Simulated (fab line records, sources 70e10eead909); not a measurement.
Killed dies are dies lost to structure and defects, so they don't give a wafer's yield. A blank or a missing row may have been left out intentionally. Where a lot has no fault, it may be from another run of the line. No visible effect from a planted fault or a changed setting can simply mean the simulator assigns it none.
Matching of chambers || flow nand_harc || cmp-04 running NHARC_A_WL_FILL_CMP_12: 4 sister chambers
The step polishes, t overpolish 30 s, target thk 100 nm. 4 wafers are shown with their chamber, then 8 later ones without.

== EACH WAFER AND ITS CHAMBER ==
{"wafer": "L470.6", "chamber": 0, "motor_current_A (A)": 13.6}
{"wafer": "L473.2", "chamber": 1, "motor_current_A (A)": 11.2}
{"wafer": "L473.6", "chamber": 2, "motor_current_A (A)": 11.5}
{"wafer": "L476.1", "chamber": 3, "motor_current_A (A)": 12.0}

== WAFERS WITHOUT THEIR CHAMBER ==
{"wafer": "L476.4", "motor_current_A (A)": 12.7}
{"wafer": "L476.5", "motor_current_A (A)": 13.7}
{"wafer": "L478.1", "motor_current_A (A)": 12.1}
{"wafer": "L478.5", "motor_current_A (A)": 12.8}
{"wafer": "L478.6", "motor_current_A (A)": 11.3}
{"wafer": "L481.1", "motor_current_A (A)": 11.2}
{"wafer": "L481.2", "motor_current_A (A)": 11.7}
{"wafer": "L481.6", "motor_current_A (A)": 11.2}

== WHICH CHAMBER EACH ONE RAN IN ==
{"wafer": "L476.4", "from the rows above": "can't be placed: 3 or 0 or 2", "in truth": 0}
{"wafer": "L476.5", "from the rows above": 0, "in truth": 0}
{"wafer": "L478.1", "from the rows above": "can't be placed: 3 or 2", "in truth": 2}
{"wafer": "L478.5", "from the rows above": "can't be placed: 0 or 3 or 2", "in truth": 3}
{"wafer": "L478.6", "from the rows above": "can't be placed: 1 or 2 or 3", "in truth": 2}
{"wafer": "L481.1", "from the rows above": "can't be placed: 1 or 2", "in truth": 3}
{"wafer": "L481.2", "from the rows above": "can't be placed: 2 or 3 or 1", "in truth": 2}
{"wafer": "L481.6", "from the rows above": "can't be placed: 1 or 2", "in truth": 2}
1 of 8 placed correctly. Unplaceable from these rows: 7, with the true chamber sitting among the candidates in 6. Wrongly placed: 0.
How it was worked out, from the rows above alone: a wafer's distance from a chamber is the root of the sum, over the readings, of the square of ((its reading less the chamber's mean) divided by the reading's scatter). If the next closest chamber is less than 2 further off than the closest, the wafer can't be placed; otherwise it belongs to the closest. Each chamber's mean is taken over the wafers shown for it. The scatter (one wafer shown for each chamber): square how far every hidden wafer sits from the nearest shown wafer, average those squares and take the square root.
